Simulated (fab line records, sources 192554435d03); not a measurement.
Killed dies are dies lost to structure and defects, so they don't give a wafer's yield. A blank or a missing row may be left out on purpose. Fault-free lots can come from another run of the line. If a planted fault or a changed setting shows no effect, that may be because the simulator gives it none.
Chamber matching	flow n5-finfet	N5_BEOL_M0_SAQP_PECVD_00 on pecvd-01 has 3 sister chambers
The step deposits SiCN from 3MS/NH3, target thk 8 nm, time 14 s. 20 wafers are shown with their chamber, then 10 later ones without.

== EACH WAFER AND ITS CHAMBER ==
wafer	chamber	throttle-valve-pct (%)	showerhead-plenum-p-Torr (Torr)
L075.1	0	8.5	3.658
L075.4	2	9.4	3.664
L075.5	1	9.8	3.662
L076.1	2	9.4	3.651
L076.5	0	8.6	3.655
L076.6	1	9.8	3.668
L080.1	0	8.8	3.673
L080.2	2	9.5	3.673
L080.3	1	9.7	3.672
L080.4	1	9.7	3.670
L080.5	2	9.3	3.665
L080.6	0	8.8	3.672
L081.1	2	9.6	3.663
L081.2	0	8.4	3.654
L081.3	1	9.8	3.650
L081.4	1	9.8	3.671
L081.5	2	9.4	3.661
L081.6	0	8.3	3.670
L083.1	1	9.6	3.658
L083.3	0	8.6	3.659

SIGNATURES, as means of the wafers listed above
reading	chamber 0	chamber 1	chamber 2	scatter within a chamber
throttle-valve-pct	8.571	9.743	9.433	0.134
showerhead-plenum-p-Torr	3.66300	3.66443	3.66283	0.00793
Rule: a wafer's distance from a chamber is the root of the sum, over the readings, of the square of ((its reading less the chamber's mean) divided by the reading's scatter). The wafer belongs to the nearest chamber; if the next one is less than 2 further off, it can't be placed. The scatter: take each reading less its chamber's mean, square it, sum over the shown wafers, divide by the number of wafers less the number of chambers, and take the root.

== WAFERS WITHOUT THEIR CHAMBER ==
wafer	throttle-valve-pct (%)	showerhead-plenum-p-Torr (Torr)
L083.5	9.7	3.674
L086.1	9.8	3.658
L086.4	9.6	3.670
L086.5	8.7	3.665
L088.1	9.7	3.668
L088.2	9.3	3.664
L088.5	9.5	3.671
L094.1	8.4	3.654
L094.2	9.7	3.666
L094.4	8.8	3.665

== WHICH CHAMBER EACH WENT THROUGH ==
wafer	from the rows above	in truth
L083.5	can't be placed: 1 or 2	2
L086.1	can't be placed: 1 or 2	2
L086.4	can't be placed: 1 or 2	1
L086.5	0	0
L088.1	can't be placed: 1 or 2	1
L088.2	2	2
L088.5	can't be placed: 2 or 1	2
L094.1	0	0
L094.2	can't be placed: 1 or 2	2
L094.4	0	0
Correctly placed: 4 of 10. These rows do not allow placing 6 (true chamber among the candidates in 6). Wrongly placed: 0.
